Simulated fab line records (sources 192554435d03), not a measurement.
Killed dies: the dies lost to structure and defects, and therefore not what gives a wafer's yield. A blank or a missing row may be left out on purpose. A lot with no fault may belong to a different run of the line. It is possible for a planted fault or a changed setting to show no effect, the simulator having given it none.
A lot that was struck, set against a sound lot || flow n5_finfet || 40 steps out of a route of 1938
Sound: wafers L317.3, L317.4, L317.6. Struck: wafer L310.6. (L310.5 of the same lot was not struck and is left out.) The cause comes at the end.
For every step that has rows: the tool of each side, followed by ch and its chambers, followed by its first start. Under that, the readings that differ: sound wafers || struck wafers || difference of the means || sigmas: that difference in standard deviations of wafers without a fault.
alike: readings whose means differ by less than 2 such deviations, and words and numbers that are the same on both sides. not compared: withheld readings, readings that some wafer has no value for, bounds like >300 that may hide the same value, and numbers for which the record gives no deviation and whose values overlap.
Wherever a step has rows on one side only, a row that says differs or no value, or a row with sigmas, the two part there. Non-overlapping numbers with no deviation appear without sigmas and do not part them. A reading missing from all wafers of one side parts the sides only when that side holds two or more wafers.

first, 9 steps without rows for these wafers: N5_BEOL_M4_ANNEAL_95 (time 240 s); N5_BEOL_M4_SPUTTER_96 (material Cu, target thk 4.5 nm, time 8.29 s); N5_BEOL_M4_ECD_50 (material Cu, target thk 300 nm); N5_BEOL_M4_ANNEAL_51 (time 90 s); N5_BEOL_M4_CMP_52 (polishes, stops on SiOC, t overpolish 6.8 s, target thk 40 nm); N5_BEOL_M4_PRE_CLEAN_60 (time 15 s); N5_BEOL_M4_CO_CAP_55 (material Co, precursor CCTBA/H2, target thk 2 nm, time 102.1 s); N5_BEOL_M4_PRE_CLEAN_56 (time 15 s); N5_BEOL_M4_DEP_57 (deposits SiCN from 3MS/NH3, target thk 8 nm, time 14 s).
N5_BEOL_M4_RC_MEAS_101:
  sound on prober-02 ch 0, day 14 08:37; struck on prober-02 ch 0, day 12 10:37
  alike: DIBL_N, DIBL_P, IOFF_N, IOFF_P, ION_N, ION_P, SS_N, SS_P, VT_N, VT_P
then, 24 steps without rows for these wafers: N5_BEOL_M5_ILD_DEP_00 (deposits SiCOH lowk from DEMS/porogen, target thk 140.64 nm, time 25.9 s); N5_BEOL_M5_CURE_79 (cures SiCOH lowk, time 240 s); N5_BEOL_M5_PECVD_70 (deposits SiO2 from TEOS/O2, target thk 16 nm, time 18 s); N5_BEOL_M5_HM_DEP_02 (deposits TiN, target thk 20 nm); N5_BEOL_M5_COAT_59 (time 60 s, resist thk 60 nm); N5_BEOL_M5_COAT_60 (time 60 s, resist thk 12 nm); N5_BEOL_M5_COAT_71 (time 60 s, resist thk 5 nm); N5_BEOL_M5_COAT_05 (resist thk 30 nm); N5_BEOL_M5_EBR_07; N5_BEOL_M5_SOFTBAKE_06 (time 60 s); N5_BEOL_M5_EXPOSE_08 (exposes mask M5, target cd 28 nm); N5_BEOL_M5_PEB_09 (peb time 60 s); N5_BEOL_M5_DEVELOP_10 (develop time 30 s); N5_BEOL_M5_DESCUM_16 (chemistry O2, time 7 s); N5_BEOL_M5_ETCH_72 (etches underlayer in N2/H2, target depth 6.5 nm, time 5.2 s); N5_BEOL_M5_ETCH_61 (etches SiARC in CF4, target depth 15.6 nm, time 26 s); N5_BEOL_M5_ETCH_62 (etches SOC in N2/H2, target depth 75 nm, overetch 15 nm, time 112.5 s); N5_BEOL_M5_STRIP_63 (strips in N2/H2); N5_BEOL_M5_STRIP_73 (strips in N2/H2); N5_BEOL_M5_STRIP_64 (strips in CF4); N5_BEOL_M5_HM_OPEN_17 (chemistry Cl2/BCl3, target TiN, target depth 20 nm, overetch 6 nm); N5_BEOL_M5_STRIP_19 (strips in O2); N5_BEOL_M5_COAT_65 (time 60 s, resist thk 60 nm); N5_BEOL_M5_COAT_66 (time 60 s, resist thk 12 nm).
-- the record jumps here: 3 days lie between the struck wafers' starts before and after (it left off in module BEOL_M5 and takes up again in module BEOL_M12, whose first step shown is number 1602 of the route) --
N5_BEOL_M12_ILD_DEP_00: deposits SiOC from DEMS/O2, target thk 658.92 nm, time 130.7 s.
  sound on pecvd-02 ch 0,1, day 17 02:56; struck on pecvd-03 ch 1, day 15 05:52
{"reading": "heater_power_w (W)", "sound": "341 473 366", "struck": 638, "difference": "+245", "sigmas": "+3"}
{"reading": "run_length_s (s)", "sound": "176.1 175.9 176.2", "struck": 98.3, "difference": -77.8, "sigmas": "-99 or more"}
{"reading": "model.SiOC_of_BEOL_M12_ILD_DEP_00.thk_nm (nm)", "sound": "663.4 668.2 658", "struck": 276.8, "difference": -386.4, "sigmas": ""}
  alike: showerhead_plenum_p_Torr, throttle_valve_pct
  not compared: susceptor_temp_C
N5_BEOL_M12_THK_MEAS_01:
  sound on film_metro-01, day 17 03:05; struck on film_metro-02, day 15 05:57
{"reading": "M12_ILD_THK (nm)", "sound": "663 668 657", "struck": 277, "difference": -386, "sigmas": -35}
N5_BEOL_M12_VIA_ETCH_16: etches SiOC in C4F8/O2/Ar, target depth 724.8 nm.
  sound on rie_diel-01 ch 0,2,3, day 17 03:33; struck on rie_diel-03 ch 2, day 15 06:31
{"reading": "model.etch.depth_nm (nm)", "sound": "663.4 668.1 658.1", "struck": 276.8, "difference": -386.4, "sigmas": ""}
{"reading": "model.coat_of_BEOL_M12_COAT_04.thk_nm (nm)", "sound": "119.6 121 129", "struck": 240, "difference": "+117", "sigmas": ""}
  alike: chamber_pressure_mTorr, drypump_motor_current_A, oes_product_au, rf_vpp_V, showerhead_plenum_p_Torr, throttle_valve_pct
N5_BEOL_M12_STRIP_63: strips in N2/H2.
  sound on plasma_asher-02 ch 0,1, day 17 03:46; struck on plasma_asher-01 ch 1, day 15 06:40
{"reading": "oes_product_au (a.u.)", "sound": "0.695 0.697 0.705", "struck": 0.857, "difference": "+0.158", "sigmas": "+30"}
{"reading": "strip_time_to_endpoint_s (s)", "sound": "41.6 41.9 44.1", "struck": 72.8, "difference": "+30.3", "sigmas": "+28"}
  alike: chamber_pressure_mTorr, drypump_motor_current_A, heater_power_w
  not compared: rf_hours_counter_h
N5_BEOL_M12_CMP_49: polishes, stops on SiOC, t overpolish 20.6 s, target thk 320 nm.
  sound on cmp-02 ch 1,2,3, day 17 06:52; struck on cmp-02 ch 1, day 15 09:08
{"reading": "model.SiOC_of_BEOL_M12_ILD_DEP_00.thk_nm (nm)", "sound": "604.6 610 599.8", "struck": 218.2, "difference": -386.6, "sigmas": ""}
  alike: clearing_platen_down_force_psi, head_pressure_psi, motor_current_A, platen_rpm
N5_PASSIVATION_PROBE_49:
  rows exist in the record for the struck wafers here (prober-02, day 17 02:11), but not for the sound ones

== WHERE THEY PART ==
At N5_BEOL_M12_ILD_DEP_00 first; at N5_PASSIVATION_PROBE_49 last (within this record only).

WHY: whatever the simulator had introduced
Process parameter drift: pecvd-03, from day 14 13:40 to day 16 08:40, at N5_BEOL_M12_ILD_DEP_00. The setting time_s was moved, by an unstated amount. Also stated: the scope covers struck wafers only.
